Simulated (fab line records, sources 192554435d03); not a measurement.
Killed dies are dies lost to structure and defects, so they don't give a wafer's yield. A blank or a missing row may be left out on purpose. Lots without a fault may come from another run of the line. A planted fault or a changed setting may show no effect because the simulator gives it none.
Chamber matching | flow n5_finfet | N5_BEOL_M0_SAQP_ETCH_106 on rie_diel-03: 4 sister chambers
The step etches SOC in N2/H2, stops on SiNx, target depth 150 nm. 4 wafers are shown with their chamber, then 10 later ones without.

WAFERS WITH THEIR CHAMBER
wafer  | chamber | drypump_motor_current_A (A)
L087.1 | 3       | 6.2
L087.2 | 0       | 6.0
L087.4 | 2       | 5.9
L087.5 | 1       | 5.2

WAFERS WITHOUT THEIR CHAMBER
wafer  | drypump_motor_current_A (A)
L087.6 | 5.9
L091.1 | 6.2
L091.2 | 5.8
L091.3 | 6.0
L094.1 | 5.2
L094.5 | 5.2
L094.6 | 5.9
L095.4 | 6.0
L095.5 | 5.2
L095.6 | 6.0

WHICH CHAMBER EACH WENT THROUGH
wafer  | from the rows above | in truth
L087.6 | 2                   | 2
L091.1 | 3                   | 3
L091.2 | 2                   | 2
L091.3 | 0                   | 0
L094.1 | 1                   | 1
L094.5 | 1                   | 1
L094.6 | 2                   | 2
L095.4 | 0                   | 0
L095.5 | 1                   | 1
L095.6 | 0                   | 0
Placed correctly: 10 of 10. Can't be placed from these rows: 0. Placed wrongly: 0.
How it was worked out, from the rows above alone: a wafer's distance from a chamber is the root of the sum, over the readings, of the square of ((its reading less the chamber's mean) divided by the reading's scatter). The wafer belongs to the nearest chamber; if the next one is less than 2 further off, it can't be placed. A chamber's mean is the mean of its shown wafers. The scatter: with one shown wafer a chamber, the root of the mean of the squares of how far each hidden wafer lies from its nearest shown one.
